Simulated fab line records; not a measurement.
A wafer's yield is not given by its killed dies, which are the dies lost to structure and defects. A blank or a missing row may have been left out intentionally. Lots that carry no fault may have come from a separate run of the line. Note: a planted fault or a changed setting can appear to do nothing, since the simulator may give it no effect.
Split-lot experiment -- flow n5 finfet -- 21 wafers read from 7 lots, route of 1938 steps

== SPLIT DETAILS ==
At N5_ZERO_LAYER_ETCH_18 (etches Si in HBr/Cl2, target depth 120 nm, time 40 s), the setting icp w was moved away from the recipe's 800 W on 7 of the 21 wafers read, by -15.2% to +8.7%. The other wafers ran this setting at the recipe's value.

The reading comes from the split's own step.

== THE READING ==
ZERO_LAYER.feature depth nm (the simulator's own value, which no gauge read), in nm, at N5_ZERO_LAYER_ETCH_18 (etches Si in HBr/Cl2, target depth 120 nm, time 40 s). There is no usual value for it anywhere in the file. Here, 14 wafers ran the recipe; their average is 119.4 nm with a standard deviation of 1.2 nm.

wafer,"tool, chamber at the split","icp w as run, W",against the recipe,"ZERO_LAYER.feature depth nm, nm",against lot-mates on the recipe
L076.1,"rie si-03, 3",800,recipe,120,-
L076.3,"rie si-03, 1",678.5,-15.2%,111.9,-8.1
L076.5,"rie si-03, 1",678.5,-15.2%,111.4,-8.6
L078.4,"rie si-05, 0",800,recipe,117.9,-
L078.5,"rie si-05, 3",800,recipe,120,-
L078.6,"rie si-05, 2",800,recipe,121.5,-
L080.2,"rie si-03, 1",800,recipe,119.8,-
L080.4,"rie si-03, 0",739.1,-7.6%,114.6,-5.2
L080.6,"rie si-03, 1",739.1,-7.6%,114.9,-4.9
L081.4,"rie si-03, 2",800,recipe,119.2,-
L081.5,"rie si-03, 2",800,recipe,118.9,-
L081.6,"rie si-03, 3",800,recipe,119.6,-
L084.1,"rie si-05, 1",800,recipe,118.1,-
L084.4,"rie si-05, 3",869.2,+8.7%,125.4,+7.5
L084.6,"rie si-05, 1",800,recipe,117.8,-
L086.2,"rie si-02, 3",717,-10.4%,113.4,-7.0
L086.5,"rie si-02, 2",800,recipe,122,-
L086.6,"rie si-02, 1",800,recipe,118.9,-
L092.2,"rie si-03, 2",800,recipe,118.6,-
L092.3,"rie si-03, 1",743.7,-7.0%,116.4,-2.4
L092.4,"rie si-03, 3",800,recipe,119,-

FIT RESULTS
A straight line over all 21 wafers: ZERO_LAYER.feature depth nm changes by +0.552 nm for each +1% of icp w; r = +0.95; the points scatter about the line by 1.1 nm.
The same after taking each lot's own level away (the mean of its wafers on the recipe; 21 wafers): +0.614 nm for each +1%; r = +0.96; scatter 1.1 nm.
On that fit, the largest move of icp w shifts the reading by 9.3 nm.
The lots' own levels span 117.95 to 120.45 nm, that is 2.1 times the standard deviation above.
Thus the slope moves with the lot-to-lot level: the two fits are different.
Check: with one of the wafers moved furthest among these (-15.2%) left out of the fit, the line predicts -9.51 nm for it against its lot-mates. It came out at -8.1 nm against them.

== ADDITIONAL SPLITS CARRIED BY THESE WAFERS ==
Before the reading, these wafers also passed through other splits. Each is held against what the fit with the lots' levels taken away leaves over:
other split on the same wafers,wafers away from the commonest value,r with ZERO_LAYER.feature depth nm (lot level and that fit taken away)
N5_ZERO_LAYER_PECVD_02 time s,10,+0.07

== THE WHOLE CHAIN: every reading that the file lists as answering this split, in the file's order ==
step,what it does,reading,change (the file's fit),r (the file's)
N5_ZERO_LAYER_ETCH_18,"etches Si in HBr/Cl2, target depth 120 nm, time 40 s","etch.depth nm (the simulator's own value, which no gauge read)",+0.615 nm for each +1% of the setting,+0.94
N5_ZERO_LAYER_ETCH_18,"etches Si in HBr/Cl2, target depth 120 nm, time 40 s","ZERO_LAYER.feature depth nm (the simulator's own value, which no gauge read)",+0.615 nm for each +1% of the setting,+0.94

== FILE'S OWN FIT ==
ZERO_LAYER.feature depth nm changes by +0.615 nm for each +1% of icp w, r = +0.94.
